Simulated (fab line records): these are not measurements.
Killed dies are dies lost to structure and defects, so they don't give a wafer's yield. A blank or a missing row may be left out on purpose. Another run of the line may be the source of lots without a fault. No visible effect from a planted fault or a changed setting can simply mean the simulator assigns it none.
Matching of chambers :: flow n5_finfet :: N5_BEOL_M0_SAQP_ETCH_102 on rie_si-01 has 4 sister chambers
The step etches SiO2 in CF4, target depth 4 nm, time 4.4 s. 4 wafers are shown with their chamber, then 8 later ones without.

WAFERS, EACH WITH ITS CHAMBER
wafer: L080.6
chamber: 3
throttle_valve_pct (%): 21.48

wafer: L085.2
chamber: 2
throttle_valve_pct (%): 21.79

wafer: L085.6
chamber: 1
throttle_valve_pct (%): 21.47

wafer: L086.3
chamber: 0
throttle_valve_pct (%): 21.85

WAFERS WITHOUT THEIR CHAMBER
wafer: L086.4
throttle_valve_pct (%): 21.47

wafer: L086.5
throttle_valve_pct (%): 21.83

wafer: L089.1
throttle_valve_pct (%): 21.77

wafer: L089.2
throttle_valve_pct (%): 21.47

wafer: L089.4
throttle_valve_pct (%): 21.48

wafer: L090.1
throttle_valve_pct (%): 21.46

wafer: L090.2
throttle_valve_pct (%): 21.78

wafer: L090.3
throttle_valve_pct (%): 21.48

THE CHAMBER EACH PASSED THROUGH
wafer: L086.4
from the rows above: can't be placed: 1 or 3
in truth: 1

wafer: L086.5
from the rows above: can't be placed: 0 or 2
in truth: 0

wafer: L089.1
from the rows above: 2
in truth: 2

wafer: L089.2
from the rows above: can't be placed: 1 or 3
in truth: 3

wafer: L089.4
from the rows above: can't be placed: 3 or 1
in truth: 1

wafer: L090.1
from the rows above: can't be placed: 1 or 3
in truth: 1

wafer: L090.2
from the rows above: 2
in truth: 2

wafer: L090.3
from the rows above: can't be placed: 3 or 1
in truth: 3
Correct placement for 2 of the 8. Unplaceable from these rows: 6, with the true chamber sitting among the candidates in 6. Number placed wrongly: 0.
How it was worked out, from the rows above alone: a wafer's distance from a chamber is the root of the sum, over the readings, of the square of ((its reading less the chamber's mean) divided by the reading's scatter). If the next closest chamber is less than 2 further off than the closest, the wafer can't be placed; otherwise it belongs to the closest. Each chamber's mean is taken over the wafers shown for it. The scatter: with one shown wafer a chamber, the root of the mean of the squares of how far each hidden wafer lies from its nearest shown one.
